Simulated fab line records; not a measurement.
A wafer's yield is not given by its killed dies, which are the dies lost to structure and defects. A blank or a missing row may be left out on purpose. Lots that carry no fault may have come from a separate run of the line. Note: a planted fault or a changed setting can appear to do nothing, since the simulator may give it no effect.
Matching of chambers | flow n5-finfet | rie-diel-03 running N5_BEOL_M6_STRIP_19: 4 sister chambers
The step strips in O2. 7 wafers are shown with their chamber, then 7 later ones without.

WAFERS, EACH WITH ITS CHAMBER
wafer  | chamber | showerhead-plenum-p-Torr (Torr) | throttle-valve-pct (%)
L075.6 | 0       | 2.09                            | 16.92
L078.6 | 1       | 2.16                            | 16.58
L083.2 | 3       | 2.13                            | 16.73
L083.5 | 2       | 2.11                            | 16.34
L083.6 | 1       | 2.15                            | 16.60
L084.1 | 3       | 2.13                            | 16.76
L084.3 | 2       | 2.11                            | 16.34

WAFERS WITH NO CHAMBER GIVEN
wafer  | showerhead-plenum-p-Torr (Torr) | throttle-valve-pct (%)
L084.6 | 2.11                            | 16.36
L093.2 | 2.11                            | 16.37
L093.4 | 2.14                            | 16.64
L093.6 | 2.14                            | 16.64
L095.1 | 2.10                            | 16.39
L095.2 | 2.12                            | 16.78
L095.4 | 2.14                            | 16.64

WHICH CHAMBER EACH ONE RAN IN
wafer  | from the rows above | in truth
L084.6 | 2                   | 2
L093.2 | 2                   | 2
L093.4 | 1                   | 1
L093.6 | 1                   | 1
L095.1 | 2                   | 2
L095.2 | 3                   | 3
L095.4 | 1                   | 1
Correct placement for 7 of the 7. Number that these rows cannot place: 0. Wrongly placed: 0.
How it was worked out, from the rows above alone: a wafer's distance from a chamber is the root of the sum, over the readings, of the square of ((its reading less the chamber's mean) divided by the reading's scatter). The wafer belongs to the nearest chamber; if the next one is less than 2 further off, it can't be placed. For every chamber, the mean is computed from those of its wafers that are shown. The scatter: the root of (the sum of the squares of (reading less its chamber's mean) over the shown wafers, divided by (wafers less chambers)).
